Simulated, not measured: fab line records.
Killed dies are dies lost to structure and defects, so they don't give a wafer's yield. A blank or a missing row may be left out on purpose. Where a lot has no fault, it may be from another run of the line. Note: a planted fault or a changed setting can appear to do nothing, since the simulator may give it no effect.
Chamber matching + flow n5 finfet + cvd co-01 running N5_BEOL_M1_PRE_CLEAN_60: 3 sister chambers
The step time 15 s. 3 wafers are shown with their chamber, then 9 later ones without.

## EACH WAFER AND ITS CHAMBER
| wafer  | chamber | heater power w (W) |
|--------|---------|--------------------|
| L082.1 | 0       | 75                 |
| L082.3 | 2       | 82                 |
| L082.4 | 1       | 91                 |

## WAFERS WITH NO CHAMBER GIVEN
| wafer  | heater power w (W) |
|--------|--------------------|
| L084.1 | 73                 |
| L084.2 | 90                 |
| L084.4 | 84                 |
| L086.1 | 84                 |
| L086.4 | 77                 |
| L086.6 | 82                 |
| L087.2 | 75                 |
| L087.3 | 91                 |
| L087.5 | 90                 |

## THE CHAMBER EACH PASSED THROUGH
| wafer  | from the rows above | in truth |
|--------|---------------------|----------|
| L084.1 | 0                   | 0        |
| L084.2 | 1                   | 1        |
| L084.4 | 2                   | 2        |
| L086.1 | 2                   | 2        |
| L086.4 | 0                   | 0        |
| L086.6 | 2                   | 2        |
| L087.2 | 0                   | 0        |
| L087.3 | 1                   | 1        |
| L087.5 | 1                   | 1        |
9 of 9 placed correctly. From these rows, 0 cannot be placed. Wrongly placed: 0.
How it was worked out, from the rows above alone: a wafer's distance from a chamber is the root of the sum, over the readings, of the square of ((its reading less the chamber's mean) divided by the reading's scatter). The wafer belongs to the nearest chamber; if the next one is less than 2 further off, it can't be placed. A chamber's mean is the mean of its shown wafers. The scatter: root of mean squared gap, hidden wafer to nearest shown wafer, with one shown wafer a chamber.
